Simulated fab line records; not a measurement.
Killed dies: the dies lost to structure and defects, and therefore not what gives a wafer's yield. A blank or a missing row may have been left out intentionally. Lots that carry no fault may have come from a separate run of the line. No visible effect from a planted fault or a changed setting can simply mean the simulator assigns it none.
Code-filled problem report in 8D (eight disciplines) form	flow n5_finfet	the parts of the form that need people (team, actions taken, sign-off) are left out
Where a reading is given only as a bound, like >300, the bound stands for it, and a mean or a difference that rests on one is marked > or <: the true number lies beyond.

1. THE ISSUE
raw_defect_count at N5_HKMG_FIN_INSPECT_14 reads a mean of >300 on 6 wafers of 2 lots; wafers without a fault read 2.0 with a standard deviation of 1.4. That is +99 or more standard deviations from the usual mean.
The step: inspects for defects (macro).
The first sign was on wafer L762.1 at day 7 17:23, on defect_inspect-01. At this step, 33 wafers from 11 lots have a number in the record. Rule for "out" (also "out of limits"): further than 4 standard deviations from the usual mean. The other wafers with a number count as sound.

2. WHAT IT IS, AND WHAT IT ISN'T
question	is	is not
which readings at this step	raw_defect_count	-
which lots	L762, L763	L748, L749, L752, L754, L755, L761, L767, L768, L769
which wafers of those lots	all that have a number	-
read on which gauges	defect_inspect-01	defect_inspect-02
when	from day 7 17:23	up to then (18 sound wafers); but 9 sound wafers of L767, L768, L769 came after

3. WHAT RULES OUT EACH SUSPECT
Counting: any tool at a process step up to the reading is kept as a suspect provided that every lot that is out went through it and no sound lot did after the first of them.
- the gauge at N5_HKMG_FIN_INSPECT_14 has been ruled out. All the wafers that are out were read on defect_inspect-01, but those of them that N5_PASSIVATION_PROBE_49 has rows for are out there too, on other tools.
- wet_bench-06 at N5_HKMG_FIN_WET_ETCH_78 (etches Al2O3 in dNH4OH, stops on La2O3, target depth 4.5 nm, rinse time 30 s): kept. It ran every lot that is out, first L762 (day 7 15:04), and no sound lot after that; its last sound lot up to then is L755 (day 5 22:30).
Left after counting: wet_bench-06 at N5_HKMG_FIN_WET_ETCH_78.

4. THE CAUSE (what the simulator had put in)
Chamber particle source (wet_bench-06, N5_HKMG_FIN_WET_ETCH_78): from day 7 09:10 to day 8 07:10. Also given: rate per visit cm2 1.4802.
The count eliminated every tool but this one.

5. THE CHAIN OF EFFECTS, in route order
Each row: a reading where the mean over the struck wafers with a number is more than 3 standard deviations away from the usual. Only readings whose record carries a usual standard deviation are examined. hours: median over the lots of the time between each lot's start at the first step of this table that gives one and its start at this step. sigmas: the change, counted in usual standard deviations.
hours	step	reading	usual	on struck wafers	change	sigmas
0	N5_HKMG_FIN_INSPECT_14	raw_defect_count	2.0	>300	>+298	+99 or more
193	N5_PASSIVATION_PROBE_49	killed_at_front_end	40	167	+127	+9.1
193	N5_PASSIVATION_PROBE_49	killed_dies	104	238	+134	+7.1
The process steps in it:
- N5_PASSIVATION_PROBE_49

6. HOW IT WOULD HAVE BEEN CAUGHT EARLIER
In this record the first reading out of limits at a measuring or inspecting step was taken at day 7 17:23, 8 hours after the fault began at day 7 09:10.
Tool readings at N5_HKMG_FIN_WET_ETCH_78 with a usual standard deviation given in the record: none out on any struck wafer, hence no alarm at a limit of 4 standard deviations on them.
Lots out: 2; of these, L763 started N5_HKMG_FIN_WET_ETCH_78 on wet_bench-06 after day 7 17:23. Putting the tool on hold at that point would have spared it.
